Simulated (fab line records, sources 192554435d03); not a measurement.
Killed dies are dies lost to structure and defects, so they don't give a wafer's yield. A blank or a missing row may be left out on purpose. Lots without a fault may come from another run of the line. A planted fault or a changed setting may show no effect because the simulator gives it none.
Split-lot experiment | flow n5_finfet | 7 lots, 39 wafers read, on a route of 1938 steps

THE SPLIT
At N5_MOL_CONTACT_COAG_EXPOSE_05 (exposes mask CA, defocus 0 nm), the setting dose_mj was moved away from the recipe's 38.25 on 9 of the 39 wafers read, by -7.7% to -2.9%. The other wafers ran this setting at the recipe's value.

FROM THE SPLIT TO THE READING: what the file shows between them, 2 steps
- N5_MOL_CONTACT_COAG_PEB_06: peb time 60 s
- N5_MOL_CONTACT_COAG_DEVELOP_07: develop time 30 s

THE READING
cd_nm, in nm, at N5_MOL_CONTACT_COAG_CD_MEAS_08 (target cd 28 nm). Fault-free wafers of this fab line usually give 27.82 nm, standard deviation 0.29 nm.

wafer  | tool, chamber at the split | dose_mj as run | against the recipe | cd_nm, nm | against lot-mates on the recipe
L079.1 | euv_scanner-02, 0          | 38.25          | recipe             | 28.06     | -
L079.2 | euv_scanner-02, 0          | 38.25          | recipe             | 28.24     | -
L079.3 | euv_scanner-02, 0          | 38.25          | recipe             | 28.10     | -
L079.4 | euv_scanner-02, 0          | 37.15          | -2.9%              | 26.83     | -1.30
L079.5 | euv_scanner-02, 0          | 37.15          | -2.9%              | 27.27     | -0.86
L079.6 | euv_scanner-02, 0          | 37.15          | -2.9%              | 27.12     | -1.01
L080.1 | euv_scanner-01, 0          | 35.3           | -7.7%              | 26.46     | -1.51
L080.2 | euv_scanner-01, 0          | 38.25          | recipe             | 27.92     | -
L080.3 | euv_scanner-01, 0          | 35.3           | -7.7%              | 26.10     | -1.87
L080.4 | euv_scanner-01, 0          | 38.25          | recipe             | 28.00     | -
L080.5 | euv_scanner-01, 0          | 35.3           | -7.7%              | 26.33     | -1.64
L080.6 | euv_scanner-01, 0          | 38.25          | recipe             | 28.00     | -
L082.1 | euv_scanner-02, 0          | 36.49          | -4.6%              | 27.03     | -1.12
L082.2 | euv_scanner-02, 0          | 36.49          | -4.6%              | 27.26     | -0.89
L082.3 | euv_scanner-02, 0          | 36.49          | -4.6%              | 26.73     | -1.42
L082.4 | euv_scanner-02, 0          | 38.25          | recipe             | 27.88     | -
L082.5 | euv_scanner-02, 0          | 38.25          | recipe             | 28.51     | -
L082.6 | euv_scanner-02, 0          | 38.25          | recipe             | 28.06     | -
L083.1 | euv_scanner-02, 0          | 38.25          | recipe             | 27.46     | -
L083.2 | euv_scanner-02, 0          | 38.25          | recipe             | 27.92     | -
L083.3 | euv_scanner-02, 0          | 38.25          | recipe             | 27.69     | -
L083.4 | euv_scanner-02, 0          | 38.25          | recipe             | 27.49     | -
L083.5 | euv_scanner-02, 0          | 38.25          | recipe             | 27.45     | -
L083.6 | euv_scanner-02, 0          | 38.25          | recipe             | 27.59     | -
L084.1 | euv_scanner-02, 0          | 38.25          | recipe             | 27.89     | -
L084.2 | euv_scanner-02, 0          | 38.25          | recipe             | 27.56     | -
L084.3 | euv_scanner-02, 0          | 38.25          | recipe             | 27.95     | -
L084.4 | euv_scanner-02, 0          | 38.25          | recipe             | 28.01     | -
L084.5 | euv_scanner-02, 0          | 38.25          | recipe             | 27.68     | -
L084.6 | euv_scanner-02, 0          | 38.25          | recipe             | 27.75     | -
L089.1 | euv_scanner-02, 0          | 38.25          | recipe             | 27.63     | -
L089.2 | euv_scanner-02, 0          | 38.25          | recipe             | 27.69     | -
L089.3 | euv_scanner-02, 0          | 38.25          | recipe             | 27.86     | -
L089.4 | euv_scanner-02, 0          | 38.25          | recipe             | 27.84     | -
L089.5 | euv_scanner-02, 0          | 38.25          | recipe             | 27.68     | -
L089.6 | euv_scanner-02, 0          | 38.25          | recipe             | 27.62     | -
L093.3 | euv_scanner-02, 0          | 38.25          | recipe             | 27.70     | -
L093.4 | euv_scanner-02, 0          | 38.25          | recipe             | 28.04     | -
L093.6 | euv_scanner-02, 0          | 38.25          | recipe             | 28.14     | -

THE FIT
A straight line over all 39 wafers: cd_nm changes by +0.202 nm for each +1% of dose_mj; r = +0.89; the points scatter about the line by 0.25 nm.
The same after taking each lot's own level away (the mean of its wafers on the recipe; 39 wafers): +0.235 nm for each +1%; r = +0.94; scatter 0.2 nm.
On that fit, the largest move of dose_mj shifts the reading by 1.8 nm.
The lots' own levels span 27.600 to 28.150 nm, that is 1.9 times the standard deviation above.
So the lot-to-lot level changes the slope: the two fits differ.
Check: with one of the wafers moved furthest among these (-7.7%) left out of the fit, the line predicts -1.93 nm for it against its lot-mates. It came out at -1.51 nm against them.

OTHER SPLITS ON THESE WAFERS
These wafers also went through other splits before the reading. Each is held against what the fit with the lots' levels taken away leaves over:
other split on the same wafers          | wafers away from the commonest value | r with cd_nm (lot level and that fit taken away)
N5_FIN_SAQP_SPACER2_ALD_28 target_thk_a | 12                                   | +0.39
N5_DUMMY_GATE_EXPOSE_12 dose_mj         | 12                                   | -0.18
N5_HKMG_FIN_EXPOSE_46 dose_mj           | 18                                   | +0.14

THE WHOLE CHAIN: every reading that the file lists as answering this split, in the file's order
step                           | what it does                                                | reading                                                                        | change (the file's fit)               | r (the file's)
N5_MOL_CONTACT_COAG_CD_MEAS_08 | target cd 28 nm                                             | cd_nm                                                                          | +0.239 nm for each +1% of the setting | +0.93
N5_MOL_CONTACT_COAG_ETCH_59    | etches underlayer in N2/H2, target depth 13 nm, time 10.4 s | MOL_CONTACT_COAG.cd_offset_nm (the simulator's own value, which no gauge read) | +0.226 nm for each +1% of the setting | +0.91

THE FILE'S OWN FIT
cd_nm changes by +0.239 nm for each +1% of dose_mj, r = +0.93.
